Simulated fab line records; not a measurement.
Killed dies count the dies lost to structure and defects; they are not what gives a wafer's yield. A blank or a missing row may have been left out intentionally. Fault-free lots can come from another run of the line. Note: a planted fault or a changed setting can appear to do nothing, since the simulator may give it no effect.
fab line records -- flow n5_finfet
[record] lots = 11, wafers = 33, last_day = 19
route steps=1938 shown BEOL_M8@1334 PASSIVATION@1936
lots that met no fault: from a run of the same line without faults
start_h: the number of hours between the record's first day and the start of the first shown wafer of the lot -- wait_h: how many hours have passed since the lot's step before this one -- " repeats the value in the row above -- L1.1+2: a row that stands for several wafers -- - either no value or no given start -- * or withheld: withheld -- < > ~ a bound
route shown NAME@n: a module of which the file shows steps, and the number in the route of the first -- usual: mean/standard deviation of fault-free wafers -- same: alike in all rows -- chamber/n: place in a boat -- sites: per-site readings -- _std_site: standard deviation across them -- _edge_site: the outer-site mean with the inner-site mean subtracted -- radius_mm: how far each site lies from the wafer's centre -- mask NAME#n: copy n -- behind: tool/chamber where the wafer was last shaped -- hold: why the lot went on hold/how many hours it stayed there/how the hold came to an end -- device: transistor that didn't switch, given as n, p or np -- end of line: the route-end tests of the same wafers -- for a step that has no rows: nothing shown but its recipe -- killed: not the wafer's yield, but the dies lost to structure and defects at the first sort -- map: per-die view of a wafer (x killed, . not killed, _ where there is no die)
set.NAME: the setting as run; set.NAME@STEP: as run at that earlier step -- model.NAME: the simulator's own value behind a step, which no gauge read
steps of the route over a sample of lots; a table a step, a row a wafer
services: when a tool's chamber went out of use (start_h, in hours from the record's first day, below 0 if earlier), for how many hours, and the reason
[[steps]]
[step N5_BEOL_M8_THK_MEAS_01]
[recipe] reads = SiCOH_lowk_of_BEOL_M8_ILD_DEP_00
[usual] M8_ILD_THK = 155.9/2.3
lot.wafer,tool,chamber,start_h,wait_h,M8_ILD_THK[nm]
L303.2,film_metro-02,-,254.67,0.4,151.4
L303.3,film_metro-02,-,254.67,0.4,155.1
L303.6,film_metro-02,-,254.67,0.4,154.6
L307.4,film_metro-01,-,299.84,0.2,156.6
L307.5,film_metro-01,-,299.84,0.2,155.5
L307.6,film_metro-01,-,299.84,0.2,157.0
L310.2,film_metro-01,-,307.22,0.4,156.7
L310.4,film_metro-01,-,307.22,0.4,154.4
L310.6,film_metro-01,-,307.22,0.4,157.0
L314.1,film_metro-01,-,343.00,0.4,153.7
L314.4,film_metro-01,-,343.00,0.4,157.2
L314.5,film_metro-01,-,343.00,0.4,158.0
L315.4,film_metro-02,-,347.70,0.2,156.5
L315.5,film_metro-02,-,347.70,0.2,153.1
L315.6,film_metro-02,-,347.70,0.2,157.5
L317.2,film_metro-01,-,348.05,0.4,154.8
L317.4,film_metro-01,-,348.05,0.4,159.7
L317.5,film_metro-01,-,348.05,0.4,157.3
L316.2,film_metro-01,-,348.59,0.4,155.9
L316.5,film_metro-01,-,348.59,0.4,158.5
L316.6,film_metro-01,-,348.59,0.4,157.2
L320.1,film_metro-02,-,390.29,0.4,154.0
L320.4,film_metro-02,-,390.29,0.4,153.3
L320.6,film_metro-02,-,390.29,0.4,156.7
L323.2,film_metro-01,-,390.69,0.4,157.3
L323.4,film_metro-01,-,390.69,0.4,158.4
L323.5,film_metro-01,-,390.69,0.4,159.0
L324.1,film_metro-02,-,394.28,0.4,154.1
L324.5,film_metro-02,-,394.28,0.4,156.9
L324.6,film_metro-02,-,394.28,0.4,157.0
L325.1,film_metro-02,-,394.82,0.4,155.9
L325.2,film_metro-02,-,394.82,0.4,155.7
L325.3,film_metro-02,-,394.82,0.4,156.2
[step N5_BEOL_M8_STRIP_67]
[recipe] chemistry = CF4, resist = SiARC, power_w = 300, bias_power_w = 75, pressure_mtorr = 50, cf4_flow_sccm = 150, rf_frequency_hz = 6e+07
[usual] cf4_flow_sccm = 150.0/0.5, chamber_pressure_mTorr = 50.00/0.046, drypump_motor_current_A = 5.6/0.42, oes_product_au = 0.79/0.076, rf_vpp_V = 271.5/1.5, showerhead_plenum_p_Torr = 1.81/0.052, throttle_valve_pct = 13.56/0.25
lot.wafer,tool,chamber,start_h,wait_h,cf4_flow_sccm,chamber_pressure_mTorr,drypump_motor_current_A,oes_product_au,rf_hours_counter_h,rf_vpp_V,showerhead_plenum_p_Torr,throttle_valve_pct
L303.2,rie_diel-04,3,257.27,0.0,150.4,49.99,5.9,0.69,224,271.4,1.84,13.59
L303.3,rie_diel-04,1,257.27,0.0,150.4,49.99,5.3,0.90,10,272.6,1.89,13.20
L303.6,rie_diel-04,1,257.27,0.0,150.7,49.96,5.3,0.91,-,273.5,1.89,13.23
L307.4,rie_diel-01,1,300.65,0.0,149.7,49.97,6.3,0.76,-,272.1,1.86,13.55
L307.5,rie_diel-01,3,300.65,0.0,150.4,50.05,5.8,0.79,-,270.4,1.80,13.17
L307.6,rie_diel-01,2,300.65,0.0,150.1,49.93,5.1,0.93,-,269.4,1.76,13.42
L310.2,rie_diel-04,1,309.42,0.0,149.8,50.04,5.3,0.87,27,271.8,1.88,13.27
L310.4,rie_diel-04,2,309.42,0.0,150.7,50.02,5.4,0.82,78,269.1,1.76,13.68
L310.6,rie_diel-04,0,309.42,0.0,149.4,50.07,6.0,0.83,-,270.9,1.83,13.73
L314.1,rie_diel-04,2,345.74,0.0,150.1,50.00,5.4,0.81,89,267.9,1.76,13.72
L314.4,rie_diel-04,2,345.74,0.0,149.5,49.98,5.4,0.81,-,271.3,1.76,13.71
L314.5,rie_diel-04,3,345.74,0.0,150.2,49.95,5.9,0.68,-,272.1,1.83,13.64
L315.4,rie_diel-04,0,349.57,0.0,150.0,50.01,6.0,0.82,-,272.3,1.83,13.73
L315.5,rie_diel-04,2,349.57,0.0,149.7,49.97,5.4,0.81,-,268.6,1.76,13.69
L315.6,rie_diel-04,3,349.57,0.0,149.8,50.02,5.9,0.67,-,272.6,1.83,13.64
L317.2,rie_diel-03,3,349.84,0.0,150.6,49.97,6.0,0.70,216,271.3,1.77,13.88
L317.4,rie_diel-03,0,349.84,0.0,150.4,50.02,4.7,0.72,208,270.0,1.70,13.84
L317.5,rie_diel-03,3,349.84,0.0,150.3,49.96,6.0,0.69,-,270.9,1.77,13.87
L316.2,rie_diel-04,3,350.09,0.0,149.9,49.94,5.9,0.68,253,271.5,1.83,13.66
L316.5,rie_diel-04,3,350.09,0.0,149.5,49.97,5.9,0.67,-,272.6,1.83,13.66
L316.6,rie_diel-04,0,350.09,0.0,149.3,49.96,6.1,0.81,-,270.7,1.83,13.73
L320.1,rie_diel-03,2,392.26,0.0,149.6,50.01,5.5,0.68,249,270.6,1.77,13.89
L320.4,rie_diel-03,0,392.26,0.0,150.0,49.96,4.8,0.71,222,269.1,1.70,13.87
L320.6,rie_diel-03,1,392.26,0.0,150.0,49.99,6.4,0.74,-,272.4,1.87,13.80
L323.2,rie_diel-04,1,392.40,0.0,150.3,49.98,5.3,0.82,54,273.2,1.88,13.32
L323.4,rie_diel-04,3,392.40,0.0,149.4,50.05,5.9,0.92,-,273.6,1.83,13.09
L323.5,rie_diel-04,1,392.40,0.0,150.7,50.01,5.3,0.82,-,272.7,1.88,13.34
L324.1,rie_diel-04,2,396.75,0.0,150.2,50.02,5.4,0.78,115,268.5,1.75,13.78
L324.5,rie_diel-04,1,396.75,0.0,150.3,50.05,5.3,0.83,-,273.3,1.88,13.32
L324.6,rie_diel-04,2,396.75,0.0,150.2,50.08,5.3,0.78,-,269.9,1.75,13.76
L325.1,rie_diel-03,3,397.20,0.0,149.2,50.10,6.0,0.69,232,271.3,1.76,13.91
L325.2,rie_diel-03,0,397.20,0.0,150.5,49.95,4.7,0.70,224,268.3,1.70,13.86
L325.3,rie_diel-03,0,397.20,0.0,150.1,50.00,4.8,0.71,-,270.8,1.70,13.87
[step N5_BEOL_M8_COAT_22]
[recipe] resist = CAR-EUV, spin_rpm = 1500, resist_thk_nm = 30
[usual] spin_speed_rpm = 1499.8/1.1
lot.wafer,tool,chamber,start_h,wait_h,spin_speed_rpm
L303.2,litho_track-01,0,259.15,-,1500.4
L303.3,litho_track-01,0,259.15,-,1499.2
L303.6,litho_track-01,0,259.15,-,1500.3
L307.4,litho_track-03,0,300.90,-,1562.6
L307.5,litho_track-03,0,300.90,-,1563.3
L307.6,litho_track-03,0,300.90,-,1561.4
L310.2,litho_track-03,0,310.67,-,1563.7
L310.4,litho_track-03,0,310.67,-,1563.7
L310.6,litho_track-03,0,310.67,-,1562.7
L314.1,litho_track-02,0,346.02,-,1498.0
L314.4,litho_track-02,0,346.02,-,1498.6
L314.5,litho_track-02,0,346.02,-,1497.8
L315.4,litho_track-01,0,351.18,-,1500.2
L315.5,litho_track-01,0,351.18,-,1499.4
L315.6,litho_track-01,0,351.18,-,1498.6
L317.2,litho_track-02,0,351.18,-,1501.0
L317.4,litho_track-02,0,351.18,-,1497.3
L317.5,litho_track-02,0,351.18,-,1500.5
L316.2,litho_track-02,0,351.38,-,1499.6
L316.5,litho_track-02,0,351.38,-,1500.4
L316.6,litho_track-02,0,351.38,-,1498.8
L323.2,litho_track-02,0,397.07,-,1500.6
L323.4,litho_track-02,0,397.07,-,1500.0
L323.5,litho_track-02,0,397.07,-,1497.7
L320.1,litho_track-03,0,397.41,-,1498.9
L320.4,litho_track-03,0,397.41,-,1499.2
L320.6,litho_track-03,0,397.41,-,1499.4
L325.1,litho_track-01,0,401.94,-,1499.9
L325.2,litho_track-01,0,401.94,-,1498.4
L325.3,litho_track-01,0,401.94,-,1499.8
L324.1,litho_track-03,0,402.25,-,1501.1
L324.5,litho_track-03,0,402.25,-,1500.8
L324.6,litho_track-03,0,402.25,-,1499.1
[step N5_BEOL_M8_CD_MEAS_28]
[recipe] target_cd_nm = 40, landing_energy_ev = 500, detector = se_inlens
[usual] cd_nm = 40.05/0.25
lot.wafer,tool,chamber,start_h,wait_h,cd_nm
L303.2,cd_sem-01,0,259.42,-,39.70
L303.3,cd_sem-01,0,259.42,-,39.95
L303.6,cd_sem-01,0,259.42,-,40.11
L307.4,cd_sem-02,0,301.17,-,40.10
L307.5,cd_sem-02,0,301.17,-,40.06
L307.6,cd_sem-02,0,301.17,-,39.67
L310.2,cd_sem-02,0,311.26,-,40.61
L310.4,cd_sem-02,0,311.26,-,40.25
L310.6,cd_sem-02,0,311.26,-,40.53
L314.1,cd_sem-02,0,346.28,-,40.23
L314.4,cd_sem-02,0,346.28,-,40.39
L314.5,cd_sem-02,0,346.28,-,40.36
L315.4,cd_sem-01,0,351.57,-,39.93
L315.5,cd_sem-01,0,351.57,-,40.29
L315.6,cd_sem-01,0,351.57,-,39.88
L317.2,cd_sem-01,0,351.61,-,40.20
L317.4,cd_sem-01,0,351.61,-,40.18
L317.5,cd_sem-01,0,351.61,-,40.10
L316.2,cd_sem-02,0,351.82,-,39.89
L316.5,cd_sem-02,0,351.82,-,39.76
L316.6,cd_sem-02,0,351.82,-,40.31
L323.2,cd_sem-01,0,397.46,-,39.99
L323.4,cd_sem-01,0,397.46,-,40.48
L323.5,cd_sem-01,0,397.46,-,39.99
L320.1,cd_sem-02,0,397.80,-,40.17
L320.4,cd_sem-02,0,397.80,-,39.80
L320.6,cd_sem-02,0,397.80,-,39.87
L325.1,cd_sem-03,0,402.20,-,39.78
L325.2,cd_sem-03,0,402.20,-,40.08
L325.3,cd_sem-03,0,402.20,-,40.21
L324.1,cd_sem-03,0,402.51,-,39.86
L324.5,cd_sem-03,0,402.51,-,39.83
L324.6,cd_sem-03,0,402.51,-,40.04
[step N5_PASSIVATION_PROBE_49]
[usual] defect_limited_yield = 91.4/1.2, killed_at_M0_to_M3 = 34/9.1, killed_at_M4_up = 14/5.8, killed_at_contacts = 13/6, killed_at_front_end = 38/10, killed_at_other = 3.2/2.7, killed_dies = 102/14, killed_open = 68/11, killed_short = 32/7.2, sort_bin_5_function = 5.1/0.83, sort_bin_6_memory = 3.2/0.56, sort_n_pass = 1078/14, sort_yield_pct = 91.4/1.2
[same] gross_dies = 1180, killed_at_back_side = 0, sort_bin_4_leakage[%] = 0, sort_bin_8_speed[%] = 0
lot.wafer,tool,chamber,start_h,wait_h,defect_limited_yield[%],killed_at_M0_to_M3,killed_at_M4_up,killed_at_contacts,killed_at_front_end,killed_at_other,killed_dies,killed_open,killed_short,sort_bin_5_function[%],sort_bin_6_memory[%],sort_n_pass,sort_yield_pct[%]
L317.2,prober-01,-,425.02,0.1,91.5,23,16,6,47,8,100,58,39,4.7,3.6,1080,91.5
L317.4,prober-01,-,425.12,0.2,92.4,15,16,3,44,12,90,47,42,4.4,3.1,1090,92.4
L317.5,prober-01,-,425.17,0.2,91.6,29,17,12,37,4,99,63,32,4.9,3.1,1081,91.6
L315.4,prober-02,-,426.35,0.2,91.3,30,18,15,36,4,103,73,30,5.1,3.3,1077,91.3
L315.5,prober-02,-,426.40,0.2,90.6,33,22,10,44,2,111,67,39,5.2,3.4,1069,90.6
L315.6,prober-02,-,426.45,0.3,90.3,45,11,20,37,1,114,73,40,5.2,4.0,1066,90.3
L316.2,prober-02,-,434.19,0.1,92.6,22,13,9,37,6,87,59,28,4.4,2.7,1093,92.6
L316.5,prober-02,-,434.34,0.2,90.3,31,13,9,56,5,114,74,40,5.8,3.4,1066,90.3
L316.6,prober-02,-,434.39,0.3,91.2,33,14,14,37,6,104,71,32,5.3,3.2,1076,91.2
L323.2,prober-01,-,455.96,0.1,92.5,22,10,13,42,2,89,60,25,4.2,3.1,1091,92.5
L323.4,prober-01,-,456.06,0.2,92.1,36,6,4,45,2,93,56,31,4.2,2.9,1087,92.1
L323.5,prober-01,-,456.11,0.2,89.7,42,15,27,35,3,122,84,37,6.3,4.0,1058,89.7
L324.1,prober-01,-,465.65,0.0,89.9,50,24,13,31,1,119,85,34,5.9,4.1,1061,89.9
L324.5,prober-01,-,465.85,0.2,91.9,42,14,15,25,0,96,66,29,5.1,2.6,1084,91.9
L324.6,prober-01,-,465.90,0.3,89.7,34,22,18,42,6,122,87,33,6.2,3.9,1058,89.7
// killed by level:class
L317.2 FIN_SAQP:geometric_particle:open=9 GATE_CUT:geometric_particle:short=7 BEOL_M0_SAQP:geometric_particle:short=7 BEOL_M0_SAQP:geometric_particle:open=6 GATE_CUT:geometric_particle:open=5 MOL_CONTACT_COAG:geometric_particle:open=5 STARTING-WAFER:geometric_particle:open=5 FIN_SAQP:geometric_particle:short=4
L317.4 FIN_SAQP:geometric_particle:short=12 FIN_SAQP:geometric_particle:open=8 BEOL_M0_SAQP:geometric_particle:short=8 STI_FIN_REVEAL:geometric_particle:open=7 BEOL_M4:geometric_particle:open=6 PASS1_CAP:geometric_particle:short=5 STI_FIN_REVEAL:geometric_particle:short=4 SDB:geometric_particle:open=3
L317.5 BEOL_M1:geometric_particle:open=10 FIN_SAQP:geometric_particle:open=9 FIN_SAQP:geometric_particle:short=8 MOL_CONTACT_COAG:geometric_particle:open=8 BEOL_M0_SAQP:geometric_particle:short=7 BEOL_M5:geometric_particle:open=5 GATE_CUT:geometric_particle:open=4 BEOL_M0_SAQP:geometric_particle:open=4
L315.4 STI_FIN_REVEAL:geometric_particle:open=12 BEOL_M4:geometric_particle:open=12 MOL_CONTACT_COAG:geometric_particle:open=11 BEOL_M2:geometric_particle:open=7 FIN_SAQP:geometric_particle:open=4 BEOL_M0_SAQP:geometric_particle:short=4 ILD0:geometric_particle:open=4 GATE_CUT:geometric_particle:short=4
L315.5 BEOL_M4:geometric_particle:open=10 MOL_CONTACT_COAG:geometric_particle:open=8 STI_FIN_REVEAL:geometric_particle:open=7 BEOL_M0_SAQP:geometric_particle:short=7 BEOL_M2:geometric_particle:open=7 FIN_SAQP:geometric_particle:short=5 HKMG_FIN:area_etch=5 SPACER0:geometric_particle:open=4
L315.6 MOL_CONTACT_COAG:geometric_particle:open=18 BEOL_M2:geometric_particle:open=15 BEOL_M0_SAQP:geometric_particle:short=13 BEOL_M0_SAQP:geometric_particle:open=10 STI_FIN_REVEAL:geometric_particle:open=6 DUMMY_GATE:geometric_particle:open=5 GATE_CUT:geometric_particle:short=5 BEOL_M4:geometric_particle:open=5
L316.2 MOL_CONTACT_COAG:geometric_particle:open=9 FIN_SAQP:geometric_particle:short=8 STI_FIN_REVEAL:geometric_particle:open=6 BEOL_M1:geometric_particle:open=6 FIN_SAQP:geometric_particle:open=4 BEOL_M0_SAQP:geometric_particle:open=4 BEOL_M2:geometric_particle:open=4 BEOL_M4:geometric_particle:open=4
L316.5 FIN_SAQP:geometric_particle:open=16 FIN_SAQP:geometric_particle:short=10 BEOL_M2:geometric_particle:open=8 BEOL_M0_SAQP:geometric_particle:short=7 MOL_CONTACT_COAG:geometric_particle:open=6 BEOL_M0_SAQP:geometric_particle:open=6 GATE_CUT:geometric_particle:short=5 BEOL_M3:geometric_particle:open=5
L316.6 MOL_CONTACT_COAG:geometric_particle:open=11 FIN_SAQP:geometric_particle:open=10 FIN_SAQP:geometric_particle:short=9 BEOL_M0_SAQP:geometric_particle:open=8 BEOL_M1:geometric_particle:open=8 BEOL_M4:geometric_particle:open=8 BEOL_M0_SAQP:geometric_particle:short=6 BEOL_M3:geometric_particle:open=5
L323.2 MOL_CONTACT_COAG:geometric_particle:open=12 FIN_SAQP:geometric_particle:open=9 STI_FIN_REVEAL:geometric_particle:open=7 ILD0:geometric_particle:short=6 BEOL_M3:geometric_particle:open=6 FIN_SAQP:geometric_particle:short=3 ILD0:geometric_particle:open=3 GATE_CUT:geometric_particle:short=3
L323.4 FIN_SAQP:geometric_particle:open=9 BEOL_M3:geometric_particle:open=8 BEOL_M2:geometric_particle:open=8 FIN_SAQP:geometric_particle:short=7 STI_FIN_REVEAL:geometric_particle:open=6 BEOL_M0_SAQP:geometric_particle:open=6 BEOL_M0_SAQP:geometric_particle:short=5 MOL_CONTACT_COAG:geometric_particle:open=4
L323.5 MOL_CONTACT_COAG:geometric_particle:open=22 BEOL_M0_SAQP:geometric_particle:open=11 BEOL_M0_SAQP:geometric_particle:short=10 BEOL_M4:geometric_particle:open=9 STI_FIN_REVEAL:geometric_particle:open=8 BEOL_M3:geometric_particle:open=8 GATE_CUT:geometric_particle:short=7 FIN_SAQP:geometric_particle:open=5
L324.1 BEOL_M0_SAQP:geometric_particle:short=16 BEOL_M4:geometric_particle:open=16 BEOL_M0_SAQP:geometric_particle:open=15 STI_FIN_REVEAL:geometric_particle:open=11 MOL_CONTACT_COAG:geometric_particle:open=10 BEOL_M2:geometric_particle:open=7 GATE_CUT:geometric_particle:short=6 BEOL_M1:geometric_particle:open=6
L324.5 BEOL_M0_SAQP:geometric_particle:open=19 MOL_CONTACT_COAG:geometric_particle:open=12 STI_FIN_REVEAL:geometric_particle:open=10 BEOL_M0_SAQP:geometric_particle:short=9 BEOL_M4:geometric_particle:open=9 BEOL_M2:geometric_particle:open=5 BEOL_M1:geometric_particle:open=4 STARTING-WAFER:geometric_particle:short=4
L324.6 STI_FIN_REVEAL:geometric_particle:open=20 BEOL_M4:geometric_particle:open=17 MOL_CONTACT_COAG:geometric_particle:open=14 BEOL_M1:geometric_particle:open=9 GATE_CUT:geometric_particle:short=5 BEOL_M2:geometric_particle:open=5 MOL_CONTACT_COAG:geometric_particle:short=4 BEOL_M0_SAQP:geometric_particle:short=4
[[services]]
tool,chamber,start_h,hours,kind
rie_diel-03,0,262.25,8.6,repair
rie_diel-03,1,269.17,19.3,repair
rie_diel-03,0,281.58,5.7,repair
rie_diel-04,0,290.12,2.4,repair
rie_diel-01,0,292.69,-,clean
rie_diel-01,0,292.69,-,consumable_replace:focus_ring
rie_diel-01,0,292.69,15.0,scheduled_down
rie_diel-01,0,292.69,15.0,vent_cycle
rie_diel-03,3,295.82,1.8,repair
rie_diel-03,1,306.78,12.7,repair
rie_diel-04,1,342.50,16.4,repair
rie_diel-04,3,358.97,-,clean
rie_diel-04,3,358.97,-,consumable_replace:focus_ring
rie_diel-04,3,358.97,17.3,scheduled_down
rie_diel-04,3,358.97,17.3,vent_cycle
litho_track-02,-,360.60,-,consumable_replace:filter
rie_diel-01,2,362.94,8.1,repair
rie_diel-01,1,363.66,11.4,repair
rie_diel-04,0,387.03,10.7,repair
rie_diel-03,2,395.89,-,clean
rie_diel-03,2,395.89,-,consumable_replace:focus_ring
rie_diel-03,2,395.89,23.8,scheduled_down
rie_diel-03,2,395.89,23.8,vent_cycle
[[key]]
[first_sign] step = N5_BEOL_M8_COAT_22, reading = spin_speed_rpm, direction = up, sigmas = 58, usual = *, struck = *
effect none on later readings
met_at N5_BEOL_M8_COAT_22
struck_lots L307,L310
not_acting_at N5_BEOL_M8_THK_MEAS_01,N5_BEOL_M8_STRIP_67,N5_BEOL_M8_CD_MEAS_28
[fault] kind = process_parameter_drift, tool = litho_track-03, chamber = -, onset_h = 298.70, steps = N5_BEOL_M8_COAT_22, channel = spin_rpm, offset = *, shape = step, end_h = 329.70, acts_in = *, stated = *
